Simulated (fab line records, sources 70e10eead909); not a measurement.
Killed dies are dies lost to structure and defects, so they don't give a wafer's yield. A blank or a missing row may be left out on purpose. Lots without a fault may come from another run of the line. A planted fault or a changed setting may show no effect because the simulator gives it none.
Which tool did it? | flow nand_harc | 12 lots, 35 wafers sampled, at 5 steps of a route of 1159

WHAT THE GAUGES READ, wafer by wafer
NHARC_END_SORT_01.
lot  | measured     | on        | killed_at_array | killed_at_other | killed_at_periphery | killed_dies | killed_open | killed_short
L681 | day 24 00:41 | prober-02 | 31 672          | 1 1             | 2 4                 | 34 677      | 2 3         | 1 2
L680 | day 24 07:23 | prober-01 | 39 676 35       | 1 0 0           | 4 1 2               | 44 677 37   | 8 2 2       | 1 3 4
L683 | day 24 15:31 | prober-02 | 37 36 674       | 0 0 1           | 6 4 2               | 43 40 677   | 5 2 6       | 3 2 2

WHICH TOOL RAN EACH LOT (tool, then ch and the chambers of the sampled wafers, then the start)
lot  | NHARC_A_CONTACT_ETCH_89                       | NHARC_A_CONTACT_ETCH_135             | NHARC_A_CONTACT_ETCH_98                       | NHARC_A_CONTACT_ALD_18
L666 | rie_diel-07 ch 1,2, day 16 22:35 or earlier   | har_cap_etch-02 ch 0, day 16 22:35   | rie_diel-09 ch 2,3, day 17 01:31 or earlier   | ald_metal-01 ch 1,3, day 17 01:31
L667 | rie_diel-10 ch 1,3, day 17 06:48 or earlier   | har_cap_etch-03 ch 1, day 17 06:48   | rie_diel-09 ch 1,3, day 17 08:53 or earlier   | ald_metal-01 ch 0,2, day 17 08:53
L668 | rie_diel-09 ch 0,1,3, day 17 17:53 or earlier | har_cap_etch-02 ch 0, day 17 17:53   | rie_diel-07 ch 0,1,3, day 17 20:08 or earlier | ald_metal-04 ch 2,3, day 17 20:08
L671 | rie_diel-09 ch 0,1,2, day 18 11:26 or earlier | har_cap_etch-01 ch 0,1, day 18 11:26 | rie_diel-07 ch 1,2,3, day 18 13:32 or earlier | ald_metal-01 ch 0,1,3, day 18 13:32
L672 | rie_diel-10 ch 0,2,3, day 18 21:44 or earlier | har_cap_etch-01 ch 0,1, day 18 21:44 | rie_diel-07 ch 0,1,2, day 18 23:49 or earlier | ald_metal-01 ch 0,1,2, day 18 23:49
L674 | rie_diel-10 ch 0,1,2, day 19 09:44 or earlier | har_cap_etch-03 ch 0,1, day 19 09:44 | rie_diel-09 ch 0,1, day 19 11:47 or earlier   | ald_metal-01 ch 0,2, day 19 11:47
L675 | rie_diel-07 ch 0,1,3, day 20 11:58 or earlier | har_cap_etch-01 ch 1, day 20 11:58   | rie_diel-07 ch 2,3, day 20 14:04 or earlier   | ald_metal-03 ch 1,3, day 20 14:04
L681 | rie_diel-07 ch 1,3, day 21 01:47 or earlier   | har_cap_etch-02 ch 0,1, day 21 01:47 | rie_diel-09 ch 2,3, day 21 04:22 or earlier   | ald_metal-01 ch 0,1, day 21 04:22
L680 | rie_diel-09 ch 0,2, day 21 06:02 or earlier   | har_cap_etch-03 ch 0,1, day 21 06:02 | rie_diel-10 ch 2, day 21 07:35                | ald_metal-01 ch 0,1, day 21 14:47
L683 | rie_diel-07 ch 0,2,3, day 21 11:06 or earlier | har_cap_etch-02 ch 0,1, day 21 11:06 | rie_diel-07 ch 1,2,3, day 21 13:25 or earlier | ald_metal-01 ch 1,2, day 21 13:25
L689 | rie_diel-07 ch 0,1,3, day 22 16:23 or earlier | har_cap_etch-01 ch 0,1, day 22 16:23 | rie_diel-07 ch 0,1,3, day 22 17:25            | ald_metal-03 ch 0,3, day 22 18:37
L688 | rie_diel-10 ch 0,3, day 22 22:16 or earlier   | har_cap_etch-03 ch 0,1, day 22 22:16 | rie_diel-10 ch 0,1, day 23 00:23 or earlier   | ald_metal-03 ch 0,1, day 23 00:23
- NHARC_A_CONTACT_ETCH_89: etches the open film in N2/H2, target depth 260 nm, time 475.3 s.
- NHARC_A_CONTACT_ETCH_135: etches the open film in C4F8/O2/Ar, time 132 s, target depth 1287 nm.
- NHARC_A_CONTACT_ETCH_98: etches the open film in C4F6/O2, target depth 20 nm, time 10 s.
- NHARC_A_CONTACT_ALD_18: deposits TiN, target thk 3 nm, pulse time 1 s, ald cycles 150.

WHAT THE TOOLS THEMSELVES READ (means of the sampled wafers that have a number; where no wafer has one, the mark that the record gives instead)
NHARC_A_CONTACT_ETCH_89.
lot  | tool        | drypump_motor_current_A (A) | n2_flow_sccm (sccm) | oes_product_au (a.u.) | rf_vpp_V (V) | showerhead_plenum_p_Torr (Torr) | throttle_valve_pct (%)
L666 | rie_diel-07 | 5.8                         | 150.5               | 0.984                 | 428.3        | 1.94                            | 14.173
L667 | rie_diel-10 | 5.3                         | 150.0               | 0.995                 | 433.2        | 2.15                            | 14.165
L668 | rie_diel-09 | 5.6                         | 150.3               | 0.999                 | 431.5        | 2.08                            | 14.178
L671 | rie_diel-09 | 5.8                         | 150.1               | 0.987                 | 430.9        | 2.10                            | 14.173
L672 | rie_diel-10 | 5.9                         | 150.0               | 0.993                 | 432.8        | 2.12                            | 14.167
L674 | rie_diel-10 | 6.1                         | 150.2               | 0.997                 | 430.7        | 2.08                            | 14.178
L675 | rie_diel-07 | 6.2                         | 149.9               | 0.995                 | 430.9        | 2.05                            | 14.170
L681 | rie_diel-07 | 6.1                         | 150.0               | 0.997                 | 429.9        | 2.02                            | 14.178
L680 | rie_diel-09 | 5.9                         | 150.3               | 1.001                 | 431.9        | 2.10                            | 14.171
L683 | rie_diel-07 | 5.9                         | 149.9               | 0.995                 | 430.4        | 2.02                            | 14.174
L689 | rie_diel-07 | 6.2                         | 150.0               | 0.999                 | 430.3        | 2.05                            | 14.169
L688 | rie_diel-10 | 5.7                         | 150.0               | 1.002                 | 430.9        | 2.04                            | 14.170

NHARC_A_CONTACT_ETCH_98.
lot  | tool        | drypump_motor_current_A (A) | o2_flow_sccm (sccm) | oes_product_au (a.u.) | rf_vpp_V (V) | showerhead_plenum_p_Torr (Torr) | throttle_valve_pct (%)
L666 | rie_diel-09 | 5.6                         | 19.98               | 0.978                 | 551          | 4.14                            | 26.894
L667 | rie_diel-09 | 5.5                         | 19.93               | 0.941                 | 548          | 3.98                            | 26.901
L668 | rie_diel-07 | 6.2                         | 20.06               | 0.932                 | 547          | 3.95                            | 26.897
L671 | rie_diel-07 | 5.9                         | 20.05               | 1.016                 | 545          | 3.83                            | 26.888
L672 | rie_diel-07 | 6.0                         | 20.00               | 0.941                 | 545          | 3.87                            | 26.905
L674 | rie_diel-09 | 5.9                         | 19.97               | 0.985                 | 547          | 3.96                            | 26.899
L675 | rie_diel-07 | 5.8                         | 19.98               | 0.943                 | 545          | 3.85                            | 26.901
L681 | rie_diel-09 | 5.4                         | 20.02               | 0.966                 | 552          | 4.11                            | 26.898
L680 | rie_diel-10 | 6.6                         | 20.03               | 1.012                 | 552          | 4.16                            | 26.904
L683 | rie_diel-07 | 5.9                         | 20.04               | 0.946                 | 545          | 3.82                            | 26.901
L689 | rie_diel-07 | 6.2                         | 19.95               | 0.948                 | 546          | 3.94                            | 26.898
L688 | rie_diel-10 | 6.0                         | 19.99               | 0.973                 | 545          | 3.86                            | 26.898

NHARC_A_CONTACT_ALD_18.
lot  | tool         | heater_power_w (W) | precursor_pulse_height_rel
L666 | ald_metal-01 | 1083               | 0.979
L667 | ald_metal-01 | 1174               | 1.014
L668 | ald_metal-04 | 1055               | 1.019
L671 | ald_metal-01 | 1114               | 0.999
L672 | ald_metal-01 | 1159               | 0.988
L674 | ald_metal-01 | 1219               | 0.990
L675 | ald_metal-03 | 1097               | 0.992
L681 | ald_metal-01 | 1106               | 1.028
L680 | ald_metal-01 | 1106               | 0.998
L683 | ald_metal-01 | 1134               | 0.987
L689 | ald_metal-03 | 1054               | 0.995
L688 | ald_metal-03 | 1139               | 1.025

THE ANSWER, worked out from the rows above alone
Rule: what is usual is taken from the lots themselves. Put in order of their means at a reading, lots are off if they are a third of the lots or fewer, leave a main group of 4 or more, and stand apart from it by a gap of 3 or more times the standard deviation of the main group's means; of several such gaps the widest counts. A main group whose means are all the same, to the digits that the tables above print for the reading, isn't used. A lot without any number at a reading at which 4 lots or more have one is off too. The other lots that the step has rows for count as sound. The gauges are gone through in route order, then the tools' own readings, and for those a lot's mean is taken as printed above. The first step at which some lot is off is used, and at that step the reading that is off furthest; a lot without a number counts as furthest.
No lot is off at any reading shown: from this, nothing can be told.

WHAT THE SIMULATOR HAD PUT IN
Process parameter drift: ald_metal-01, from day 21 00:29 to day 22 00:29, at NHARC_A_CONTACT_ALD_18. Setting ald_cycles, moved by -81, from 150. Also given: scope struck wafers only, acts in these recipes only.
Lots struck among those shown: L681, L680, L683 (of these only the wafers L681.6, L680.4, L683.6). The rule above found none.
